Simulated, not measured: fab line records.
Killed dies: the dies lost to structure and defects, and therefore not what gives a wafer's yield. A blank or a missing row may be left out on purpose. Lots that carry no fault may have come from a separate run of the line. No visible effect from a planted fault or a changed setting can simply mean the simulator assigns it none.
Matching of chambers ; flow nand harc ; NHARC_P_BONDPAD_ETCH_37 on rie diel-12: 4 sister chambers
The step etches the open film in N2/H2, target depth 60 nm, overetch 18 nm, time 65.91 s. 14 wafers are shown with their chamber, then 6 later ones without.

== EACH WAFER AND ITS CHAMBER ==
wafer;chamber;drypump motor current A (A);showerhead plenum p Torr (Torr);throttle valve pct (%)
L358.2;3;5.1;2.10;14.166
L358.4;1;6.0;2.05;14.160
L358.5;2;4.9;2.08;14.174
L359.2;1;6.0;2.05;14.148
L359.3;2;4.9;2.08;14.163
L359.5;2;4.8;2.08;14.169
L366.5;0;5.3;2.11;14.152
L366.6;1;6.0;2.04;14.169
L367.1;3;5.1;2.10;14.184
L367.4;1;6.1;2.04;14.168
L367.6;3;5.1;2.10;14.167
L374.1;3;5.1;2.10;14.176
L374.2;2;4.9;2.08;14.163
L374.6;3;5.1;2.10;14.182

SIGNATURES (means of the wafers above)
reading;chamber 0;chamber 1;chamber 2;chamber 3;scatter within a chamber
drypump motor current A;5.300;6.025;4.875;5.100;0.0387
showerhead plenum p Torr;2.1100;2.0450;2.0800;2.1000;0.00316
throttle valve pct;14.15200;14.16125;14.16725;14.17500;0.00802
Rule: for each reading, subtract the chamber's mean from the wafer's reading, divide by that reading's scatter and square the result; add these up over the readings and take the root, which gives the wafer's distance from the chamber. The wafer belongs to the nearest chamber; if the next one is less than 2 further off, it can't be placed. How the scatter is found: for the shown wafers, subtract from each reading the mean of its chamber, square and add these, divide the total by (wafers less chambers), then take the root.

== WAFERS WITHOUT THEIR CHAMBER ==
wafer;drypump motor current A (A);showerhead plenum p Torr (Torr);throttle valve pct (%)
L377.2;4.9;2.08;14.172
L377.3;5.1;2.10;14.175
L377.4;6.0;2.04;14.153
L381.2;5.2;2.10;14.159
L381.5;5.1;2.10;14.155
L381.6;4.9;2.07;14.156

== CHAMBER TAKEN BY EACH ==
wafer;from the rows above;in truth
L377.2;2;2
L377.3;3;3
L377.4;1;1
L381.2;can't be placed: 3 or 0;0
L381.5;3;3
L381.6;2;2
Placed correctly: 5 of 6. From these rows, 1 cannot be placed; in 1 the true chamber is one of the candidates. Wrongly placed: 0.
